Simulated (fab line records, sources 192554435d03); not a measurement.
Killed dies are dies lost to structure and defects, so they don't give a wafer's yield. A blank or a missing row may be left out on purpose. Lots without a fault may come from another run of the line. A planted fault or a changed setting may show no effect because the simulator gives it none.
Chamber matching | flow n5_finfet | N5_BEOL_M2_CO_CAP_55 on cvd_co-01: 3 sister chambers
The step material Co, precursor CCTBA/H2, target thk 2 nm, time 102.1 s. 22 wafers are shown with their chamber, then 11 later ones without.

WAFERS WITH THEIR CHAMBER
wafer  | chamber | heater_power_w (W)
L077.1 | 0       | 219
L077.2 | 1       | 215
L077.5 | 0       | 217
L076.2 | 1       | 215
L076.5 | 2       | 232
L076.6 | 1       | 215
L085.1 | 0       | 218
L085.4 | 1       | 214
L085.5 | 0       | 220
L087.4 | 2       | 242
L087.5 | 1       | 208
L087.6 | 0       | 220
L088.2 | 1       | 211
L088.4 | 2       | 236
L088.6 | 1       | 216
L089.2 | 2       | 239
L089.3 | 1       | 211
L089.6 | 0       | 218
L092.1 | 1       | 214
L092.2 | 2       | 236
L092.3 | 0       | 219
L092.4 | 0       | 223

SIGNATURES (means of the wafers above)
reading        | chamber 0 | chamber 1 | chamber 2 | scatter within a chamber
heater_power_w | 219.25    | 213.22    | 237.00    | 2.67
Rule: a wafer's distance from a chamber is the root of the sum, over the readings, of the square of ((its reading less the chamber's mean) divided by the reading's scatter). The wafer belongs to the nearest chamber; if the next one is less than 2 further off, it can't be placed. The scatter: the root of (the sum of the squares of (reading less its chamber's mean) over the shown wafers, divided by (wafers less chambers)).

WAFERS WITHOUT THEIR CHAMBER
wafer  | heater_power_w (W)
L092.5 | 214
L092.6 | 233
L093.1 | 241
L093.2 | 218
L093.3 | 219
L093.4 | 240
L093.5 | 213
L093.6 | 216
L096.1 | 226
L096.2 | 245
L096.3 | 215

WHICH CHAMBER EACH WENT THROUGH
wafer  | from the rows above     | in truth
L092.5 | can't be placed: 1 or 0 | 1
L092.6 | 2                       | 2
L093.1 | 2                       | 2
L093.2 | can't be placed: 0 or 1 | 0
L093.3 | 0                       | 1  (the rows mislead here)
L093.4 | 2                       | 2
L093.5 | 1                       | 1
L093.6 | can't be placed: 1 or 0 | 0
L096.1 | can't be placed: 0 or 2 | 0
L096.2 | 2                       | 2
L096.3 | can't be placed: 1 or 0 | 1
Placed correctly: 5 of 11. Can't be placed from these rows: 5 (the true chamber is among the candidates in 5). Placed wrongly: 1.
